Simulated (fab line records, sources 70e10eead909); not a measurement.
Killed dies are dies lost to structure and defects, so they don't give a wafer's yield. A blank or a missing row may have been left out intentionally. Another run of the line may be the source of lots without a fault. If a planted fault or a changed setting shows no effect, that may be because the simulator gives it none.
Chamber matching + flow nandHarc + pecvd-03 running NHARC_P_M1_DEP_33: 3 sister chambers
The step deposits SiCN, target thk 30 nm. 3 wafers are shown with their chamber, then 8 later ones without.

EACH WAFER AND ITS CHAMBER
| wafer  | chamber | heaterPowerW (W) |
|--------|---------|------------------|
| L085.2 | 0       | 522              |
| L093.3 | 2       | 577              |
| L092.3 | 1       | 589              |

WAFERS MISSING THEIR CHAMBER
| wafer  | heaterPowerW (W) |
|--------|------------------|
| L092.4 | 533              |
| L092.6 | 598              |
| L095.1 | 590              |
| L095.3 | 569              |
| L095.6 | 604              |
| L096.1 | 609              |
| L096.2 | 493              |
| L096.6 | 498              |

WHICH CHAMBER EACH WENT THROUGH
| wafer  | from the rows above     | in truth |
|--------|-------------------------|----------|
| L092.4 | can't be placed: 0 or 2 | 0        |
| L092.6 | can't be placed: 1 or 2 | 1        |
| L095.1 | can't be placed: 1 or 2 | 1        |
| L095.3 | can't be placed: 2 or 1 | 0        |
| L095.6 | can't be placed: 1 or 2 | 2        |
| L096.1 | can't be placed: 1 or 2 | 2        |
| L096.2 | 0                       | 0        |
| L096.6 | 0                       | 0        |
Placed correctly: 2 of 8. These rows do not allow placing 6 (true chamber among the candidates in 5). Wrongly placed: 0.
How it was worked out, from the rows above alone: a wafer's distance from a chamber is the root of the sum, over the readings, of the square of ((its reading less the chamber's mean) divided by the reading's scatter). If the next closest chamber is less than 2 further off than the closest, the wafer can't be placed; otherwise it belongs to the closest. The mean given for a chamber averages the wafers shown for that chamber. The scatter: with one shown wafer a chamber, the root of the mean of the squares of how far each hidden wafer lies from its nearest shown one.
